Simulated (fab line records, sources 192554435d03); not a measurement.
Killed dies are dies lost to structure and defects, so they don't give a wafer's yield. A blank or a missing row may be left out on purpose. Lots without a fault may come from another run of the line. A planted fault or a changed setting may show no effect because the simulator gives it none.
Chamber matching | flow n5_finfet | N5_BEOL_M12_ILD_DEP_00 on pecvd-01: 3 sister chambers
The step deposits SiOC from DEMS/O2, target thk 658.92 nm, time 130.7 s. 18 wafers are shown with their chamber, then 9 later ones without.

WAFERS WITH THEIR CHAMBER
wafer  | chamber | throttle_valve_pct (%) | showerhead_plenum_p_Torr (Torr) | heater_power_w (W)
L555.2 | 0       | 12.1                   | 5.666                           | 486
L555.3 | 1       | 11.9                   | 5.693                           | 407
L555.6 | 0       | 12.2                   | 5.650                           | 397
L558.2 | 2       | 10.7                   | 5.699                           | 375
L558.5 | 1       | 12.0                   | 5.696                           | 421
L558.6 | 0       | 12.0                   | 5.673                           | 480
L562.1 | 0       | 11.9                   | 5.659                           | 491
L562.3 | 2       | 10.7                   | 5.702                           | 415
L562.5 | 0       | 11.9                   | 5.659                           | 487
L567.1 | 0       | 12.2                   | 5.675                           | 467
L567.2 | 2       | 10.5                   | 5.681                           | 427
L567.5 | 1       | 11.9                   | 5.690                           | 437
L569.2 | 0       | 12.0                   | 5.655                           | 470
L569.3 | 1       | 12.3                   | 5.682                           | 357
L569.5 | 0       | 12.0                   | 5.657                           | 504
L570.1 | 1       | 12.0                   | 5.692                           | 354
L570.2 | 0       | 12.0                   | 5.661                           | 411
L570.4 | 1       | 12.2                   | 5.687                           | 398

SIGNATURES (means of the wafers above)
reading                  | chamber 0 | chamber 1 | chamber 2 | scatter within a chamber
throttle_valve_pct       | 12.033    | 12.050    | 10.633    | 0.132
showerhead_plenum_p_Torr | 5.66167   | 5.69000   | 5.69400   | 0.00784
heater_power_w           | 465.89    | 395.67    | 405.67    | 34.7
Rule: a wafer's distance from a chamber is the root of the sum, over the readings, of the square of ((its reading less the chamber's mean) divided by the reading's scatter). The wafer belongs to the nearest chamber; if the next one is less than 2 further off, it can't be placed. The scatter: the root of (the sum of the squares of (reading less its chamber's mean) over the shown wafers, divided by (wafers less chambers)).

WAFERS WITHOUT THEIR CHAMBER
wafer  | throttle_valve_pct (%) | showerhead_plenum_p_Torr (Torr) | heater_power_w (W)
L572.1 | 11.9                   | 5.670                           | 496
L572.3 | 12.1                   | 5.706                           | 428
L572.4 | 10.9                   | 5.702                           | 414
L571.3 | 11.9                   | 5.676                           | 425
L571.4 | 12.0                   | 5.671                           | 451
L571.6 | 12.0                   | 5.673                           | 423
L573.2 | 10.9                   | 5.695                           | 425
L573.4 | 11.0                   | 5.689                           | 453
L573.6 | 11.7                   | 5.687                           | 495

WHICH CHAMBER EACH WENT THROUGH
wafer  | from the rows above     | in truth
L572.1 | 0                       | 0
L572.3 | 1                       | 1
L572.4 | 2                       | 2
L571.3 | can't be placed: 1 or 0 | 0
L571.4 | can't be placed: 0 or 1 | 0
L571.6 | can't be placed: 0 or 1 | 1
L573.2 | 2                       | 2
L573.4 | 2                       | 2
L573.6 | can't be placed: 1 or 0 | 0
Placed correctly: 5 of 9. Can't be placed from these rows: 4 (the true chamber is among the candidates in 4). Placed wrongly: 0.
